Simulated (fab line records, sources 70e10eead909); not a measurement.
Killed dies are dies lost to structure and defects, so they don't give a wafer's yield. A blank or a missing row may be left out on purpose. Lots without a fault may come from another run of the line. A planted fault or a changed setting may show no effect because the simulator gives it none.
Chamber matching | flow nand_harc | NHARC_A_CONTACT_ALD_18 on ald_metal-02: 4 sister chambers
The step deposits TiN, target thk 3 nm, pulse time 1 s, ald cycles 150. 8 wafers are shown with their chamber, then 7 later ones without.

WAFERS WITH THEIR CHAMBER
wafer  | chamber | heater_power_w (W) | precursor_pulse_height_rel
L738.1 | 0       | 1066               | 1.033
L738.5 | 0       | 1040               | 1.006
L740.5 | 2       | 1022               | 1.007
L748.1 | 2       | 1006               | 1.039
L748.2 | 3       | 946                | 0.981
L748.4 | 1       | 1142               | 1.009
L751.1 | 3       | 984                | 1.017
L751.2 | 1       | 1141               | 0.985

WAFERS WITHOUT THEIR CHAMBER
wafer  | heater_power_w (W) | precursor_pulse_height_rel
L751.6 | 1015               | 0.997
L754.3 | 1126               | 1.038
L754.4 | 1019               | 0.999
L754.5 | 1019               | 0.993
L757.1 | 981                | 1.051
L757.2 | 1003               | 1.007
L757.3 | 1126               | 1.002

WHICH CHAMBER EACH WENT THROUGH
wafer  | from the rows above          | in truth
L751.6 | can't be placed: 2 or 0 or 3 | 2
L754.3 | 1                            | 1
L754.4 | can't be placed: 2 or 0 or 3 | 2
L754.5 | can't be placed: 2 or 0 or 3 | 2
L757.1 | can't be placed: 2 or 3      | 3
L757.2 | can't be placed: 2 or 3 or 0 | 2
L757.3 | 1                            | 1
Placed correctly: 2 of 7. Can't be placed from these rows: 5 (the true chamber is among the candidates in 5). Placed wrongly: 0.
How it was worked out, from the rows above alone: a wafer's distance from a chamber is the root of the sum, over the readings, of the square of ((its reading less the chamber's mean) divided by the reading's scatter). The wafer belongs to the nearest chamber; if the next one is less than 2 further off, it can't be placed. A chamber's mean is the mean of its shown wafers. The scatter: the root of (the sum of the squares of (reading less its chamber's mean) over the shown wafers, divided by (wafers less chambers)).
